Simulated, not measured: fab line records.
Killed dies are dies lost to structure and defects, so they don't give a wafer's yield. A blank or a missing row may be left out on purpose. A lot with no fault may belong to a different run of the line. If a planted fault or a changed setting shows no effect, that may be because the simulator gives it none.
A struck lot beside a sound one -- flow nand-harc -- 12 steps out of a route of 1302
Sound: wafers L602.3, L602.4, L602.5. The struck wafers were L608.2, L608.3, L608.6. The cause is named last.
Per side, at each step with rows, come the tool, then ch with its chambers, and then its first start. Under that, the readings that differ: sound wafers -- struck wafers -- difference of the means -- sigmas: that difference in standard deviations of wafers without a fault.
alike: readings whose means differ by less than 2 such deviations, and words and numbers that are the same on both sides. not compared: withheld readings, readings that some wafer has no value for, bounds like >300 that may hide the same value, and numbers for which the record gives no deviation and whose values overlap.
A row with sigmas, a row that says differs or no value, or rows on one side alone: a step with any of these is where the two part. Numbers that have no deviation but don't overlap get no sigmas and don't part them. Lack of a reading on every wafer of one side parts them only where that side has two or more wafers.

NHARC_P_M0_PRE_CLEAN_31: time 12 s.
  sound on pecvd-02 ch 0,1,2, day 7 09:10; struck on pecvd-02 ch 0,1, day 9 20:48
  alike: heater-power-w
NHARC_P_M0_DEP_32: deposits SiCN, target thk 30 nm.
  sound on pecvd-02 ch 0,1,2, day 7 09:14; struck on pecvd-02 ch 0,1, day 9 20:54
  alike: heater-power-w
then, 8 steps without rows for these wafers: NHARC_P_M1_DEP_00 (deposits SiOC, target thk 182.5 nm); NHARC_P_M1_DEHYDRATE_01 (time 120 s); NHARC_P_M1_HMDS_02 (time 30 s); NHARC_P_M1_COAT_34 (time 65 s); NHARC_P_M1_COAT_03 (resist thk 90 nm); NHARC_P_M1_SOFTBAKE_04 (time 55 s); NHARC_P_M1_EBR_05; NHARC_P_M1_EXPOSE_06 (exposes mask P M1, target cd 130 nm).
NHARC_P_M1_PEB_07: peb time 65 s.
  struck on litho-track-06, day 9 22:00; sound on litho-track-04 ch 0, day 7 10:32
  no value came back on the struck wafers for chill-plate-temp-C (C), exhaust-pa (Pa), plate-temp-C (C); on the sound wafers chill-plate-temp-C (C) reads 23.10 23.05 23.11
then, 1 step without rows for these wafers: NHARC_P_M1_DEVELOP_08 (develop time 35 s).

## WHERE THEY PART
Within this record, at NHARC_P_M1_PEB_07 only.

WHY: what had been put in by the simulator
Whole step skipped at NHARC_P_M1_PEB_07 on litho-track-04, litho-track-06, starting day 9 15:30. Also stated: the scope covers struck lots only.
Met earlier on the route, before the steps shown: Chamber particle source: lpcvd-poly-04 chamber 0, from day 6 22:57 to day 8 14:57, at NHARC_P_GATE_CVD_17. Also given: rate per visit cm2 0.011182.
